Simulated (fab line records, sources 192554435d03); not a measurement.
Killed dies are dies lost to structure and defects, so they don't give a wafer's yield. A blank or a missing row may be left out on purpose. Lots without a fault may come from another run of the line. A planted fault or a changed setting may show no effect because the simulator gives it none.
Which tool did it? | flow n5_finfet | 10 lots, 30 wafers sampled, at 5 steps of a route of 1938

WHAT THE GAUGES READ, wafer by wafer
The record holds no reading of a measuring or inspecting step that can be judged against a usual standard deviation.

WHICH TOOL RAN EACH LOT (tool, then ch and the chambers of the sampled wafers, then the start)
lot  | N5_BEOL_M0_SPUTTER_134       | N5_PASSIVATION_PECVD_55         | N5_PASSIVATION_PASS_ETCH_74        | N5_PASSIVATION_VIA_ETCH_13         | N5_PASSIVATION_PROBE_49
L497 | pvd_sputter-02, day 6 02:59  | pecvd-04 ch 0,1,2, day 12 14:17 | rie_diel-04 ch 0,1, day 12 19:39   | rie_diel-04 ch 0,1, day 12 19:44   | -
L499 | pvd_sputter-03, day 6 19:40  | pecvd-03 ch 0,1,2, day 13 08:16 | rie_diel-04 ch 0,1,3, day 13 12:28 | rie_diel-04 ch 0,1,3, day 13 12:36 | prober-01, day 13 19:35
L502 | pvd_sputter-02, day 7 07:30  | pecvd-01 ch 1,2, day 13 16:49   | rie_diel-03 ch 0,2,3, day 13 17:37 | rie_diel-03 ch 0,2,3, day 13 17:42 | -
L500 | pvd_sputter-03, day 7 07:41  | pecvd-03 ch 1,2, day 14 02:05   | rie_diel-04 ch 0,2, day 14 05:37   | rie_diel-04 ch 0,2, day 14 05:42   | prober-01, day 14 12:40
L505 | pvd_sputter-02, day 7 22:52  | pecvd-01 ch 0,1,2, day 15 05:55 | rie_diel-03 ch 0,3, day 15 06:33   | rie_diel-03 ch 0,3, day 15 06:38   | prober-01, day 15 13:32
L507 | pvd_sputter-02, day 8 14:48  | pecvd-03 ch 0,1, day 15 06:22   | rie_diel-03 ch 0,2, day 15 07:20   | rie_diel-03 ch 0,2, day 15 07:26   | -
L508 | pvd_sputter-02, day 8 23:56  | pecvd-01 ch 0,1,2, day 16 10:21 | rie_diel-01 ch 0,1,2, day 16 11:01 | rie_diel-01 ch 0,1,2, day 16 11:07 | -
L511 | pvd_sputter-02, day 9 17:59  | pecvd-03 ch 0,2, day 16 06:43   | rie_diel-03 ch 1,2,3, day 16 07:16 | rie_diel-03 ch 1,2,3, day 16 07:22 | prober-02, day 16 14:49
L516 | pvd_sputter-02, day 10 18:10 | pecvd-01 ch 0,2, day 17 20:19   | rie_diel-04 ch 2,3, day 17 21:22   | rie_diel-04 ch 2,3, day 17 21:27   | prober-02, day 18 04:08
L519 | pvd_sputter-01, day 11 08:07 | pecvd-01 ch 0,1, day 18 11:25   | rie_diel-04 ch 0,1,2, day 18 15:59 | rie_diel-04 ch 0,1,2, day 18 16:05 | prober-01, day 19 00:24
- N5_BEOL_M0_SPUTTER_134: material Cu, target thk 4 nm, time 7.37 s.
- N5_PASSIVATION_PECVD_55: deposits SiO2 from SiH4/N2O, target thk 400 nm, time 22.5 s.
- N5_PASSIVATION_PASS_ETCH_74: etches SiNx in CF4/O2, target depth 220 nm, time 110 s.
- N5_PASSIVATION_VIA_ETCH_13: etches SiO2 in CHF3/O2, target depth 660 nm, time 330 s.
- N5_PASSIVATION_PROBE_49

WHAT THE TOOLS THEMSELVES READ (means of the sampled wafers that have a number; where no wafer has one, the mark that the record gives instead)
N5_BEOL_M0_SPUTTER_134. Usual: throttle_valve_pct 30.2 %, standard deviation 0.71.
lot  | tool           | throttle_valve_pct (%) | flag
L497 | pvd_sputter-02 | 30.5                   |
L499 | pvd_sputter-03 | 29.9                   |
L502 | pvd_sputter-02 | 30.7                   |
L500 | pvd_sputter-03 | 29.7                   |
L505 | pvd_sputter-02 | 31.0                   |
L507 | pvd_sputter-02 | 30.2                   |
L508 | pvd_sputter-02 | 30.0                   |
L511 | pvd_sputter-02 | 30.8                   |
L516 | pvd_sputter-02 | 30.7                   |
L519 | pvd_sputter-01 | 30.0                   |

N5_PASSIVATION_PECVD_55. Usual: heater_power_outer_w 387 W, standard deviation 82; heater_power_w 657 W, standard deviation 120; showerhead_plenum_p_Torr 8.14 Torr, standard deviation 0.11; throttle_valve_pct 53 %, standard deviation 3.1.
lot  | tool     | heater_power_outer_w (W) | heater_power_w (W) | showerhead_plenum_p_Torr (Torr) | throttle_valve_pct (%) | flag
L497 | pecvd-04 | 363                      | 630                | 8.20                            | 54                     |
L499 | pecvd-03 | 458                      | 771                | 8.19                            | 49                     |
L502 | pecvd-01 | 346                      | 588                | 8.10                            | 55                     |
L500 | pecvd-03 | 489                      | 835                | 8.17                            | 49                     |
L505 | pecvd-01 | 373                      | 616                | 8.06                            | 53                     |
L507 | pecvd-03 | 396                      | 677                | 8.12                            | 50                     |
L508 | pecvd-01 | 352                      | 597                | 8.05                            | 53                     |
L511 | pecvd-03 | 425                      | 697                | 8.17                            | 50                     |
L516 | pecvd-01 | 428                      | 698                | 7.95                            | 51                     |
L519 | pecvd-01 | 342                      | 580                | 8.13                            | 54                     |

N5_PASSIVATION_PASS_ETCH_74. Usual: O2_flow_sccm 10.00 sccm, standard deviation 0.032; drypump_motor_current_A 5.5 A, standard deviation 0.49; oes_f_703_au 0.80 a.u., standard deviation 0.08; oes_o_777_au 0.79 a.u., standard deviation 0.079; oes_product_au 0.80 a.u., standard deviation 0.078; rf_vpp_V 241 V, standard deviation 5.4; showerhead_plenum_p_Torr 2.21 Torr, standard deviation 0.071; throttle_valve_pct 16.03 %, standard deviation 0.24.
lot  | tool        | O2_flow_sccm (sccm) | drypump_motor_current_A (A) | oes_f_703_au (a.u.) | oes_o_777_au (a.u.) | oes_product_au (a.u.) | rf_vpp_V (V) | showerhead_plenum_p_Torr (Torr) | throttle_valve_pct (%) | flag
L497 | rie_diel-04 | 10.00               | 5.4                         | 0.84                | 0.81                | 0.84                  | 245          | 2.22                            | 16.03                  |
L499 | rie_diel-04 | 10.01               | 5.8                         | 0.78                | 0.77                | 0.78                  | 243          | 2.20                            | 16.11                  |
L502 | rie_diel-03 | 9.99                | 5.4                         | 0.84                | 0.82                | 0.83                  | 238          | 2.24                            | 16.00                  |
L500 | rie_diel-04 | 10.05               | 4.9                         | 0.96                | 0.96                | 0.95                  | 238          | 2.28                            | 15.60                  |
L505 | rie_diel-03 | 9.98                | 5.8                         | 0.83                | 0.82                | 0.83                  | 239          | 2.21                            | 16.00                  |
L507 | rie_diel-03 | 10.02               | 5.0                         | 0.85                | 0.82                | 0.84                  | 236          | 2.29                            | 15.92                  |
L508 | rie_diel-01 | 9.99                | 5.3                         | 0.75                | 0.78                | 0.78                  | 249          | 2.18                            | 16.06                  |
L511 | rie_diel-03 | 10.02               | 5.6                         | 0.76                | 0.75                | 0.75                  | 241          | 2.18                            | 16.21                  |
L516 | rie_diel-04 | 10.03               | 5.3                         | 0.84                | 0.85                | 0.84                  | 235          | 2.26                            | 15.71                  |
L519 | rie_diel-04 | 10.00               | 5.2                         | 0.81                | 0.81                | 0.81                  | 242          | 2.23                            | 15.92                  |

N5_PASSIVATION_VIA_ETCH_13. Usual: CHF3_flow_sccm 50.01 sccm, standard deviation 0.15; O2_flow_sccm 5.000 sccm, standard deviation 0.016; drypump_motor_current_A 5.5 A, standard deviation 0.49; etch_rf_on_time_s 234 s, standard deviation 6.3; oes_f_703_au 0.80 a.u., standard deviation 0.078; oes_o_777_au 0.80 a.u., standard deviation 0.075; oes_product_au 0.72 a.u., standard deviation 0.07; rf_vpp_V 525 V, standard deviation 11; showerhead_plenum_p_Torr 2.42 Torr, standard deviation 0.076; throttle_valve_pct 18.93 %, standard deviation 0.26.
lot  | tool        | CHF3_flow_sccm (sccm) | O2_flow_sccm (sccm) | drypump_motor_current_A (A) | etch_rf_on_time_s (s) | oes_f_703_au (a.u.) | oes_o_777_au (a.u.) | oes_product_au (a.u.) | rf_vpp_V (V) | showerhead_plenum_p_Torr (Torr) | throttle_valve_pct (%) | flag
L497 | rie_diel-04 | 50.06                 | 4.972               | 5.4                         | 231                   | 0.83                | 0.81                | 0.76                  | 535          | 2.44                            | 18.99                  |
L499 | rie_diel-04 | 49.96                 | 4.996               | 5.8                         | 241                   | 0.78                | 0.76                | 0.70                  | 527          | 2.41                            | 19.04                  |
L502 | rie_diel-03 | 49.88                 | 4.999               | 5.4                         | 232                   | 0.84                | 0.82                | 0.74                  | 518          | 2.45                            | 18.92                  |
L500 | rie_diel-04 | 50.02                 | 4.996               | 5.0                         | 242                   | 0.95                | 0.94                | 0.86                  | 522          | 2.50                            | 18.55                  |
L505 | rie_diel-03 | 50.15                 | 5.002               | 5.8                         | 229                   | 0.83                | 0.82                | 0.75                  | 521          | 2.43                            | 18.98                  |
L507 | rie_diel-03 | 49.90                 | 4.985               | 5.0                         | 242                   | 0.85                | 0.84                | 0.76                  | 515          | 2.50                            | 18.81                  |
L508 | rie_diel-01 | 49.90                 | 4.997               | 5.3                         | 233                   | 0.76                | 0.78                | 0.71                  | 541          | 2.38                            | 18.94                  |
L511 | rie_diel-03 | 49.93                 | 5.000               | 5.6                         | 236                   | 0.76                | 0.76                | 0.68                  | 523          | 2.38                            | 19.09                  |
L516 | rie_diel-04 | 50.04                 | 4.997               | 5.3                         | 232                   | 0.84                | 0.83                | 0.75                  | 515          | 2.47                            | 18.62                  |
L519 | rie_diel-04 | 50.05                 | 5.001               | 5.2                         | 232                   | 0.81                | 0.80                | 0.74                  | 526          | 2.44                            | 18.82                  |

N5_PASSIVATION_PROBE_49. Usual: defect_limited_yield 91.3 %, standard deviation 1.4; killed_at_M0_to_M3 36, standard deviation 10; killed_at_M4_up 13, standard deviation 5.4; killed_at_contacts 12, standard deviation 5.3; killed_at_front_end 39, standard deviation 10; killed_at_other 3.2, standard deviation 2.7; killed_dies 103, standard deviation 16; killed_open 68, standard deviation 13; killed_short 33, standard deviation 6.6; sort_bin_5_function 5.1 %, standard deviation 0.92; sort_bin_6_memory 3.3 %, standard deviation 0.68; sort_bin_8_speed 0.1 %, standard deviation 0.41; sort_n_pass 1077, standard deviation 17; sort_yield_pct 91.2 %, standard deviation 1.4.
lot  | tool      | defect_limited_yield (%) | killed_at_M0_to_M3 | killed_at_M4_up | killed_at_contacts | killed_at_front_end | killed_at_other | killed_dies | killed_open | killed_short | sort_bin_5_function (%) | sort_bin_6_memory (%) | sort_bin_8_speed (%) | sort_n_pass | sort_yield_pct (%) | flag
L499 | prober-01 | 91.4                     | 32                 | 17              | 15                 | 36                  | 1.3             | 102         | 66          | 33           | 5.2                     | 3.3                   | 0.0                  | 1078        | 91.4               |
L500 | prober-01 | 91.6                     | 31                 | 14              | 14                 | 38                  | 2.0             | 99          | 69          | 30           | 5.1                     | 3.1                   | 0.1                  | 1079        | 91.5               |
L505 | prober-01 | 90.2                     | 35                 | 10              | 10                 | 58                  | 2.7             | 116         | 76          | 37           | 6.0                     | 3.5                   | 1.5                  | 1046        | 88.7               | OFF
L511 | prober-02 | 83.4                     | 138                | 12              | 12                 | 34                  | 0.0             | 196         | 59          | 27           | 10.2                    | 3.8                   | 0.0                  | 984         | 83.4               | OFF
L516 | prober-02 | 82.7                     | 135                | 14              | 11                 | 41                  | 3.7             | 204         | 67          | 34           | 10.7                    | 4.5                   | 0.0                  | 976         | 82.7               | OFF
L519 | prober-01 | 89.9                     | 35                 | 12              | 15                 | 52                  | 5.0             | 119         | 82          | 37           | 6.1                     | 3.7                   | 0.0                  | 1061        | 89.9               |

THE ANSWER, worked out from the rows above alone
Rule: a lot is off if the mean of its wafers that have a number lies more than 3 standard deviations from the usual mean. A lot without any number at a reading at which 4 lots or more have one is off too. The other lots that the step has rows for count as sound. The gauges are gone through in route order, then the tools' own readings, and for those a lot's mean is taken as printed above. The first step at which some lot is off is used, and at that step the reading that is off furthest; a lot without a number counts as furthest.
Off: L511, L516, at N5_PASSIVATION_PROBE_49 (killed_at_M0_to_M3). Neither off nor sound, because the step has no rows for them: L497, L502, L507, L508.
A tool fits if, at that step or a process step before it, it ran every lot that is off, and no sound lot after the first of them. Can't be told from this: 2 tools fit, pvd_sputter-02 at N5_BEOL_M0_SPUTTER_134, prober-02 at N5_PASSIVATION_PROBE_49.

WHAT THE SIMULATOR HAD PUT IN
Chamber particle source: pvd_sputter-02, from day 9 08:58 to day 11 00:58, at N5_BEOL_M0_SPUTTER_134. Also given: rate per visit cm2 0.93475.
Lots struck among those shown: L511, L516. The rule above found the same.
